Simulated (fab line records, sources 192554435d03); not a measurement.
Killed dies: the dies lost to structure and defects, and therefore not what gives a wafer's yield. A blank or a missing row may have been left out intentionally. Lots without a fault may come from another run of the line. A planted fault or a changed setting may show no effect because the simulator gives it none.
Chamber matching ; flow n5_finfet ; ald_metal-01 running N5_BEOL_M3_ALD_84: 4 sister chambers
The step deposits TaN, pulse time 2 s, purge time 3 s, co reactant purge time 2 s. 8 wafers are shown with their chamber, then 12 later ones without.

== WAFERS PAIRED WITH THEIR CHAMBERS ==
wafer;chamber;heater_power_w (W);mfc_carrier_sccm (sccm)
L081.1;2;405;1508
L081.4;3;440;1498
L084.2;2;408;1501
L084.4;1;410;1498
L084.6;0;437;1501
L088.1;0;445;1508
L088.2;1;411;1507
L088.3;3;452;1501

== WAFERS WITHOUT THEIR CHAMBER ==
wafer;heater_power_w (W);mfc_carrier_sccm (sccm)
L090.2;409;1511
L090.3;446;1501
L090.6;453;1509
L091.2;403;1505
L091.3;413;1498
L091.6;410;1500
L093.1;416;1501
L093.2;440;1505
L093.5;410;1508
L096.1;455;1501
L096.3;392;1502
L096.4;404;1494

== WHICH CHAMBER EACH WENT THROUGH ==
wafer;from the rows above;in truth
L090.2;can't be placed: 2 or 1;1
L090.3;can't be placed: 3 or 0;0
L090.6;can't be placed: 3 or 0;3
L091.2;can't be placed: 2 or 1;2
L091.3;can't be placed: 1 or 2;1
L091.6;can't be placed: 1 or 2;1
L093.1;can't be placed: 1 or 2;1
L093.2;can't be placed: 0 or 3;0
L093.5;can't be placed: 2 or 1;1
L096.1;can't be placed: 3 or 0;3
L096.3;can't be placed: 2 or 1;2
L096.4;can't be placed: 1 or 2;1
Placed correctly: 0 of 12. Can't be placed from these rows: 12 (the true chamber is among the candidates in 12). 0 placed wrongly.
How it was worked out, from the rows above alone: a wafer's distance from a chamber is the root of the sum, over the readings, of the square of ((its reading less the chamber's mean) divided by the reading's scatter). The wafer belongs to the nearest chamber; if the next one is less than 2 further off, it can't be placed. For every chamber, the mean is computed from those of its wafers that are shown. The scatter: the root of (the sum of the squares of (reading less its chamber's mean) over the shown wafers, divided by (wafers less chambers)).
